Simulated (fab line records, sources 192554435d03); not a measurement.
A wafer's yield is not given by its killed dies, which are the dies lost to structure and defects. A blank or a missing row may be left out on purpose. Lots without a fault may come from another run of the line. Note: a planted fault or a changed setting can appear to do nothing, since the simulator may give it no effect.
fab line records	flow n5Finfet
[record] lots = 10	wafers = 28	lastDay = 18
route steps=1938 shown MOL_CONTACT_COAG@532 BEOL_M4@1105 BEOL_M5@1115
lots with no fault: from the same line, run without faults
startH: hours from the record's opening day to when the first of the lot's shown wafers began	waitH: hours elapsed since this lot's preceding step	" the same as in the row above	L1.1+2: several wafers, shown together as one row	- no value, or no start was given	* or withheld: withheld	< > ~ a bound
route shown NAME@n: a module of which the file shows steps, and the number in the route of the first	usual: mean/standard deviation taken from wafers without a fault	same: alike in all rows	chamber/n: place in a boat	sites: per-site readings	_std_site: standard deviation of those values	_edge_site: inner sites' mean taken away from outer sites' mean	radiusMm: how far each site lies from the wafer's centre	mask NAME#n: copy n	behind: tool/chamber where the wafer was last shaped	hold: what put the lot on hold/how long, in hours/how the hold closed	device: transistor that didn't switch, given as n, p or np	end of line: the same wafers' tests at the end of the route	for a step that has no rows: nothing shown but its recipe	killed: dies that structure and defects cost at the first sort, which is not the same as the wafer's yield	map: a wafer's dies, x killed, . not, _ none there
set.NAME: the run value of the setting; set.NAME@STEP: its run value at that earlier step	model.NAME: the simulator's own value behind a step, which no gauge read
the route's steps for a sample of lots (tables are steps, rows are wafers)
services: when a tool's chamber went out of use (startH, in hours from the record's first day, below 0 if earlier), for how many hours, and the reason
[[steps]]
[step N5_MOL_CONTACT_COAG_ETCH_106]
[recipe] chemistry = N2/H2	target = SOC	targetDepthA = 800	overetchA = 160	maskMaterial = SiARC	tempC = 40	timeS = 120	ionEnergyEv = 200	pressureMtorr = 30	sourceW = 840	biasW = 150	n2FlowSccm = 200	h2FlowSccm = 200
[usual] drypumpMotorCurrentA = 5.7/0.48	n2FlowSccm = 200.0/0.61	oesProductAu = 0.68/0.065	rfVppV = 523.6/2.6	showerheadPlenumPTorr = 2.54/0.087	tempC = 40.00/0.11	throttleValvePct = 17.97/0.21
lot.wafer	tool	chamber	startH	waitH	drypumpMotorCurrentA	n2FlowSccm	oesProductAu	rfHoursCounterH	rfVppV	showerheadPlenumPTorr	tempC	throttleValvePct
L663.3	rieDiel-02	0	94.55	0.0	5.9	199.2	0.61	229	523.2	2.51	40.04	18.10
L663.4	"	1	"	"	5.8	200.1	0.77	48	527.3	2.70	40.19	17.99
L663.6	"	0	"	"	5.9	199.2	0.61	-	522.6	2.51	39.95	18.12
L665.2	rieDiel-05	0	106.21	0.0	5.7	200.1	0.64	199	523.9	2.52	40.13	18.01
L665.4	"	2	"	"	5.1	198.9	0.66	156	520.7	2.43	39.88	17.52
L665.6	"	3	"	"	5.9	200.1	0.66	-	520.9	2.44	39.92	17.84
L666.3	rieDiel-05	2	113.62	0.0	5.1	200.0	0.67	159	522.0	2.43	40.29	17.53
L666.4	"	1	"	"	5.2	200.5	0.79	44	522.6	2.48	40.18	17.74
L666.5	"	3	"	"	5.9	198.9	0.66	-	519.8	2.44	40.03	17.85
L668.3	rieDiel-05	3	125.39	0.0	5.9	200.4	0.65	164	520.7	2.44	40.01	17.85
L668.4	"	2	"	"	5.1	199.1	0.67	164	520.4	2.43	39.88	17.55
L668.5	"	1	"	"	5.2	199.2	0.78	-	522.9	2.48	39.94	17.73
L669.2	rieDiel-02	2	129.05	0.0	6.8	200.1	0.62	227	526.5	2.62	40.03	18.14
L669.5	"	1	"	"	5.8	200.6	0.76	-	529.2	2.69	40.18	18.04
L669.6	"	0	"	"	5.9	200.4	0.61	-	523.3	2.51	39.86	18.14
L670.2	rieDiel-02	3	134.67	0.0	5.4	199.1	0.62	236	525.6	2.61	39.98	18.06
L670.3	"	1	"	"	5.8	199.8	0.75	61	528.9	2.69	39.97	18.05
L670.6	"	0	"	"	5.9	200.3	0.60	-	522.7	2.51	40.01	18.12
L671.1	rieDiel-05	0	141.45	0.0	5.7	199.5	0.63	212	523.2	2.52	39.99	18.06
L671.3	"	1	"	"	5.3	199.8	0.78	53	521.8	2.48	39.97	17.75
L671.6	"	2	"	"	5.1	199.9	0.65	-	521.4	2.43	40.05	17.55
L675.5	rieDiel-02	1	164.94	0.0	5.8	198.9	0.75	-	527.4	2.69	40.19	18.05
L675.6	"	2	"	"	6.7	198.8	0.62	-	525.5	2.61	39.91	18.17
L677.3	rieDiel-02	2	176.89	0.0	6.8	201.1	0.61	242	527.2	2.61	40.19	18.18
L677.6	"	2	"	"	6.8	200.7	0.61	-	526.3	2.61	40.21	18.17
L683.2	rieDiel-05	2	220.73	0.0	5.1	200.7	0.64	194	520.6	2.42	40.02	17.59
L683.4	"	3	"	"	5.9	199.9	0.63	-	521.9	2.43	40.11	17.90
L683.6	"	0	"	"	5.6	200.3	0.62	-	523.8	2.50	40.00	18.07
[step N5_BEOL_M4_PRE_CLEAN_60]
[recipe] gas = NH3/H2	timeS = 15	tempC = *	rfPowerW = 300
[usual] heaterPowerW = 78/17
lot.wafer	tool	chamber	startH	waitH	heaterPowerW
L663.3	cvdCo-02	0	191.82	0.1	85
L663.4	"	2	"	"	78
L663.6	"	2	"	"	78
L665.2	cvdCo-02	0	198.06	0.0	84
L665.4	"	0	"	"	83
L665.6	"	0	"	"	84
L666.3	cvdCo-02	2	198.53	0.1	79
L666.4	"	0	"	"	83
L666.5	"	2	"	"	77
L668.3	cvdCo-02	0	215.17	0.0	84
L668.4	"	0	"	"	83
L668.5	"	2	"	"	77
L669.2	cvdCo-02	0	225.05	0.0	84
L669.5	"	2	"	"	80
L669.6	"	1	"	"	101
L671.1	cvdCo-02	2	230.49	0.1	79
L671.3	"	0	"	"	85
L671.6	"	1	"	"	99
L670.2	cvdCo-01	0	233.24	0.1	90
L670.3	"	2	"	"	64
L670.6	"	2	"	"	65
L675.5	cvdCo-02	0	258.86	0.1	86
L675.6	"	2	"	"	79
L677.3	cvdCo-01	2	269.22	0.1	64
L677.6	"	0	"	"	92
L683.2	cvdCo-01	2	307.89	0.0	65
L683.4	"	0	"	"	92
L683.6	"	1	"	"	45
[step N5_BEOL_M4_RC_MEAS_101]
[usual] DIBL_N = 35.8/1.4	DIBL_P = 35.8/1.6	IOFF_N = 0.152/0.021	IOFF_P = 0.204/0.027	ION_N = 672/8.7	ION_P = 461/6.2	RC_DENSE_N = 18.97/0.3	RC_DENSE_P = 23.7/0.38	RC_N = 15.45/0.23	RC_P = 19.3/0.31	SS_N = 71.5/0.54	SS_P = 73.1/0.57	VT_N = 250.0/2.5	VT_P = -250.6/2.7
lot.wafer	tool	chamber	startH	waitH	DIBL_N[mV/V]	DIBL_P[mV/V]	IOFF_N[nA/um]	IOFF_P[nA/um]	ION_N[uA/um]	ION_P[uA/um]	RC_DENSE_N[ohm.um]	RC_DENSE_P[ohm.um]	RC_N[ohm.um]	RC_P[ohm.um]	SS_N[mV/dec]	SS_P[mV/dec]	VT_N[mV]	VT_P[mV]
L663.3	prober-01	0	192.44	0.3	36.7	38.0	0.175	0.212	683	463	18.50	23.2	15.09	19.1	72.8	73.2	251.0	-252.0
L663.4	"	0	"	"	35.8	37.4	0.163	0.192	692	462	18.95	23.7	15.35	19.5	72.6	72.9	249.6	-252.6
L663.6	"	0	"	"	35.3	36.7	0.156	0.185	680	461	19.13	24.0	15.63	19.3	72.0	72.8	250.9	-254.4
L665.2	prober-01	0	198.57	0.2	36.0	32.6	0.124	0.196	663	462	19.03	23.5	15.41	19.2	71.8	72.6	254.1	-248.2
L665.4	"	0	"	"	34.9	31.8	0.118	0.184	667	457	18.72	23.5	15.39	19.3	70.7	72.6	252.7	-249.2
L665.6	"	0	"	"	37.7	34.9	0.149	0.226	677	468	19.05	23.3	15.48	19.4	71.3	73.8	250.1	-246.0
L666.3	prober-02	0	199.18	0.3	35.7	36.7	0.159	0.223	679	466	18.77	23.2	15.14	18.9	72.1	73.0	247.3	-249.0
L666.4	"	0	"	"	35.0	35.6	0.147	0.202	667	464	18.97	23.6	15.45	19.2	71.3	72.2	246.3	-247.8
L666.5	"	0	"	"	35.7	37.1	0.171	0.229	686	463	19.21	24.0	15.62	19.4	71.1	72.8	245.7	-248.5
L668.3	prober-02	0	215.75	0.3	36.8	37.3	0.168	0.235	688	473	18.85	23.7	15.38	19.3	71.8	74.4	249.5	-250.4
L668.4	"	0	"	"	34.2	34.0	0.117	0.185	671	464	18.84	23.7	15.31	19.3	70.6	73.1	252.3	-251.4
L668.5	"	0	"	"	36.4	37.8	0.171	0.241	680	470	18.83	23.6	15.36	19.5	72.0	73.7	249.9	-248.4
L669.2	prober-02	0	225.48	0.2	36.6	37.1	0.160	0.233	679	465	18.70	23.4	15.21	19.2	71.1	72.5	248.2	-248.4
L669.5	"	0	"	"	36.0	37.2	0.155	0.227	671	467	19.50	24.5	15.91	19.9	71.5	73.1	247.8	-247.3
L669.6	"	0	"	"	33.9	34.4	0.123	0.188	679	468	18.99	24.0	15.46	19.7	71.0	72.1	251.9	-248.1
L671.1	prober-02	0	230.76	0.0	37.4	36.9	0.174	0.204	678	457	18.65	23.3	15.04	19.1	71.3	72.9	247.5	-251.8
L671.3	"	0	"	"	35.9	35.8	0.151	0.184	673	455	18.42	23.3	15.07	18.9	71.7	72.6	249.7	-251.9
L671.6	"	0	"	"	35.4	34.2	0.139	0.163	669	452	18.63	23.3	15.05	19.1	71.7	72.9	251.3	-254.3
L670.2	prober-02	0	233.67	0.2	37.8	39.7	0.184	0.225	672	456	19.07	24.2	15.46	19.6	71.7	73.4	248.0	-251.6
L670.3	"	0	"	"	36.7	38.3	0.150	0.195	670	455	19.11	24.2	15.57	19.8	72.2	73.2	251.5	-253.9
L670.6	"	0	"	"	36.5	38.4	0.155	0.202	665	455	18.96	24.1	15.34	19.4	72.2	73.6	248.2	-252.6
L675.5	prober-01	0	259.73	0.6	34.9	34.8	0.136	0.170	675	459	18.97	23.3	15.26	18.9	71.7	72.9	252.2	-257.1
L675.6	"	0	"	"	36.1	36.5	0.156	0.200	670	454	17.54	21.4	14.29	17.7	72.7	73.1	248.5	-253.7
L677.3	prober-01	0	269.82	0.3	39.6	38.4	0.219	0.236	689	463	18.68	23.3	15.06	18.8	72.6	74.0	244.3	-249.1
L677.6	"	0	"	"	38.4	36.6	0.187	0.213	679	457	17.93	22.4	14.72	18.2	72.4	74.0	247.7	-249.0
L683.2	prober-01	0	308.32	0.2	37.1	36.6	0.175	0.236	681	469	19.08	24.0	15.63	19.5	71.5	73.4	250.5	-247.9
L683.4	"	0	"	"	37.5	37.4	0.194	0.260	680	468	18.98	23.7	15.64	19.4	71.4	74.0	246.3	-245.3
L683.6	"	0	"	"	37.0	37.1	0.192	0.255	692	478	19.13	24.0	15.47	19.3	70.6	73.7	244.7	-246.4
[step N5_BEOL_M5_PECVD_70]
[recipe] material = SiO2	targetThkA = 160	tempC = 400	precursor = TEOS/O2	pressureTorr = 5.5	rfW = 450	teosFlowSccm = 53.8	gas = O2	flowSccm = 3000	timeS = 18
[usual] heaterPowerW = 694/75	showerheadPlenumPTorr = 8.78/0.059	throttleValvePct = 22.0/1.4
lot.wafer	tool	chamber	startH	waitH	heaterPowerW	showerheadPlenumPTorr	throttleValvePct
L663.3	pecvd-03	0	193.73	0.1	626	8.73	22.7
L663.4	"	2	"	"	766	8.84	19.8
L663.6	"	2	"	"	775	8.83	19.9
L665.2	pecvd-03	1	200.01	0.0	660	8.79	24.3
L665.4	"	0	"	"	671	8.76	22.9
L665.6	"	1	"	"	639	8.79	24.5
L666.3	pecvd-02	1	200.93	0.0	590	8.77	23.9
L666.4	"	0	"	"	770	8.83	23.6
L666.5	"	2	"	"	618	8.80	21.1
L668.3	pecvd-04	0	217.52	0.1	846	8.75	21.4
L668.4	"	1	"	"	508	8.87	21.5
L668.5	"	1	"	"	524	8.86	21.7
L669.2	pecvd-03	0	227.38	0.0	681	8.76	22.6
L669.5	"	1	"	"	740	8.80	24.2
L669.6	"	0	"	"	668	8.76	22.9
L671.1	pecvd-04	1	232.34	0.0	600	8.84	21.7
L671.3	"	2	"	"	753	8.66	20.1
L671.6	"	0	"	"	724	8.74	21.4
L670.2	pecvd-03	2	235.09	0.0	701	8.84	19.9
L670.3	"	1	"	"	696	8.82	24.2
L670.6	"	1	"	"	712	8.82	24.2
L675.5	pecvd-02	0	260.71	0.1	793	8.83	23.8
L675.6	"	2	"	"	614	8.80	21.2
L677.3	pecvd-04	0	271.09	0.0	737	8.74	21.6
L677.6	"	2	"	"	707	8.66	20.4
L683.2	pecvd-04	2	309.74	0.0	743	8.69	20.3
L683.4	"	0	"	"	771	8.75	21.4
L683.6	"	1	"	"	637	8.83	21.5
[step N5_BEOL_M5_HM_DEP_02]
[recipe] material = TiN	targetThkA = 200	tempC = 25	chamberPressurePa = 0.49996
[usual] throttleValvePct = 30.4/1.1
lot.wafer	tool	chamber	startH	waitH	throttleValvePct
L663.3	pvdSputter-01	-	194.30	0.6	29.4
L663.4	"	-	"	"	31.9
L663.6	"	-	"	"	29.2
L665.2	pvdSputter-03	-	201.14	1.1	28.0
L665.4	"	-	"	"	29.4
L665.6	"	-	"	"	28.3
L666.3	pvdSputter-03	-	201.66	0.7	28.2
L666.4	"	-	"	"	29.4
L666.5	"	-	"	"	28.3
L668.3	pvdSputter-01	-	219.04	1.5	29.6
L668.4	"	-	"	"	31.6
L668.5	"	-	"	"	29.7
L669.2	pvdSputter-03	-	229.02	1.6	31.5
L669.5	"	-	"	"	31.7
L669.6	"	-	"	"	30.8
L671.1	pvdSputter-02	-	232.80	0.4	30.3
L671.3	"	-	"	"	32.1
L671.6	"	-	"	"	31.4
L670.2	pvdSputter-03	-	235.66	0.6	29.6
L670.3	"	-	"	"	28.2
L670.6	"	-	"	"	30.2
L675.5	pvdSputter-02	-	262.17	1.4	30.2
L675.6	"	-	"	"	31.9
L677.3	pvdSputter-01	-	274.00	2.9	29.7
L677.6	"	-	"	"	29.8
L683.2	pvdSputter-02	-	311.88	2.1	30.0
L683.4	"	-	"	"	31.9
L683.6	"	-	"	"	31.6
[[services]]
tool	chamber	startH	hours	kind
cvdCo-02	0	74.56	13.6	repair
pvdSputter-02	-	78.12	1.4	repair
rieDiel-02	-	82.84	0.6	repair
pecvd-04	-	90.88	1.2	repair
pvdSputter-01	-	110.99	3.0	repair
rieDiel-02	2	123.29	4.0	repair
pvdSputter-02	-	123.38	0.5	repair
pvdSputter-01	-	126.47	1.7	repair
cvdCo-01	2	133.48	3.5	repair
cvdCo-02	1	146.01	5.8	repair
pvdSputter-02	-	159.31	7.1	repair
rieDiel-02	0	163.18	3.9	repair
rieDiel-02	0	167.15	-	clean
pecvd-03	-	210.90	0.7	repair
rieDiel-02	-	226.47	0.7	repair
rieDiel-02	1	237.00	5.9	repair
cvdCo-01	-	245.95	6.9	pm
rieDiel-05	0	251.31	-	clean
rieDiel-05	0	251.31	-	consumableReplace:focusRing
rieDiel-05	0	251.31	19.1	scheduledDown
rieDiel-05	0	251.31	19.1	ventCycle
cvdCo-02	-	284.48	3.8	pm
pecvd-03	-	297.75	2.6	repair
pecvd-03	0	302.05	8.0	repair
[[key]]
[firstSign] step = N5_BEOL_M4_RC_MEAS_101	reading = RC_DENSE_P	direction = down	sigmas = 4.7	usual = 23.7	struck = 21.9
[effect] step = N5_BEOL_M4_RC_MEAS_101	reading = RC_P	direction = down	sigmas = 4.6	usual = 19.3	struck = 17.9
[effect] step = N5_BEOL_M4_RC_MEAS_101	reading = RC_DENSE_N	direction = down	sigmas = 4.2	usual = 18.97	struck = 17.73
[effect] step = N5_BEOL_M4_RC_MEAS_101	reading = RC_N	direction = down	sigmas = 4.2	usual = 15.45	struck = 14.50
metAt N5_MOL_CONTACT_COAG_ETCH_106
struckLots L675,L677
struckWafers L675.6,L677.6
notActingAt N5_BEOL_M4_PRE_CLEAN_60,N5_BEOL_M5_PECVD_70,N5_BEOL_M5_HM_DEP_02
onsetBetween 134.67 164.94
[fault] kind = processParameterDrift	tool = rieDiel-02	chamber = -	onsetH = 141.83	steps = N5_MOL_CONTACT_COAG_ETCH_106	channel = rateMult	offset = 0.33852	shape = step	endH = 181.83	scope = struckWafersOnly
